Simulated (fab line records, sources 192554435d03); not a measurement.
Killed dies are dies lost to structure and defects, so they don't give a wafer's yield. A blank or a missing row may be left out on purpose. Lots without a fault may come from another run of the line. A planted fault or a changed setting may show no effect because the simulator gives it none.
Problem report in the 8D (eight disciplines) form, filled by code | flow n5_finfet | the parts of the form that need people (team, actions taken, sign-off) are left out

1. THE PROBLEM
rf_fwd_power_W at N5_MOL_CONTACT_COAG_ETCH_91 reads a mean of 632.1 W on 1 wafer of 1 lot; wafers without a fault read 835.1 W with a standard deviation of 3. That is -68 standard deviations from the usual mean.
The step: etches SOC in N2/H2, target depth 60 nm, overetch 21 nm, time 101.2 s.
First seen on wafer L651.5, day 9 12:58, on rie_diel-01. The record holds 27 wafers of 9 lots with a number at this step. Rule for "out", or "out of limits": more than 4 standard deviations from the usual mean. The other wafers with a number count as sound.

2. WHAT IT IS AND WHAT IT IS NOT
question                    | is                       | is not
which readings at this step | rf_fwd_power_W, rf_vpp_V | bias_w, drypump_motor_current_A, oes_product_au, showerhead_plenum_p_Torr, throttle_valve_pct
which lots                  | L651                     | L634, L635, L641, L646, L648, L655, L656, L657
which wafers of those lots  | L651.5                   | L651.2, L651.6
read on which tools         | rie_diel-01              | rie_diel-03, rie_diel-05
when                        | from day 9 12:58         | up to then (17 sound wafers); but 9 sound wafers of L655, L656, L657 came after

3. SUSPECTS, AND WHAT RULES EACH OUT
Counting: a tool at a process step up to the reading stays a suspect if it ran every lot that is out. Sound lots after the first of them don't rule it out here, since some wafers of a struck lot are sound.
- rie_diel-01 at N5_MOL_CONTACT_COAG_ETCH_91 (etches SOC in N2/H2, target depth 60 nm, overetch 21 nm, time 101.2 s): kept. It ran the lot that is out, L651 (day 9 12:58); its last sound lot up to then is L646 (day 8 05:59). Its own readings are out on those wafers: rf_fwd_power_W, rf_vpp_V.
- Within rie_diel-01 at N5_MOL_CONTACT_COAG_ETCH_91: the wafers that are out ran in chamber 2; their sound lot-mates ran in chamber 1.
Left after counting: rie_diel-01 at N5_MOL_CONTACT_COAG_ETCH_91.

4. THE CAUSE (what the simulator had put in)
Process parameter drift: rie_diel-01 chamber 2, from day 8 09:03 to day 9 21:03, at N5_MOL_CONTACT_COAG_ETCH_91. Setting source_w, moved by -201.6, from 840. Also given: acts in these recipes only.
Counting left only this tool.

5. THE CHAIN OF EFFECTS, in route order
Each row: a reading whose mean over the struck wafers that have a number lies more than 3 standard deviations from the usual. Only readings for which the record gives a usual standard deviation are gone through. hours: the time from each lot's start at the first step in this table that gives one to its start at this step, as a median over the lots. sigmas: the change in usual standard deviations.
hours | step                        | reading        | usual   | on struck wafers | change | sigmas
0     | N5_MOL_CONTACT_COAG_ETCH_91 | rf_fwd_power_W | 835.1 W | 632.1            | -203.0 | -68
0     | N5_MOL_CONTACT_COAG_ETCH_91 | rf_vpp_V       | 524.5 V | 579.0            | +54.5  | +21
The process steps in it:
- N5_MOL_CONTACT_COAG_ETCH_91: etches SOC in N2/H2, target depth 60 nm, overetch 21 nm, time 101.2 s.
Later measuring or inspecting steps at which every struck wafer that the step has a row for has a number for every such reading, and none has moved that far: N5_BEOL_M4_RC_MEAS_101.

6. WHAT WOULD HAVE CAUGHT IT SOONER
In this record the first reading out of limits was taken at day 9 12:58, 28 hours after the fault began at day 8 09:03.
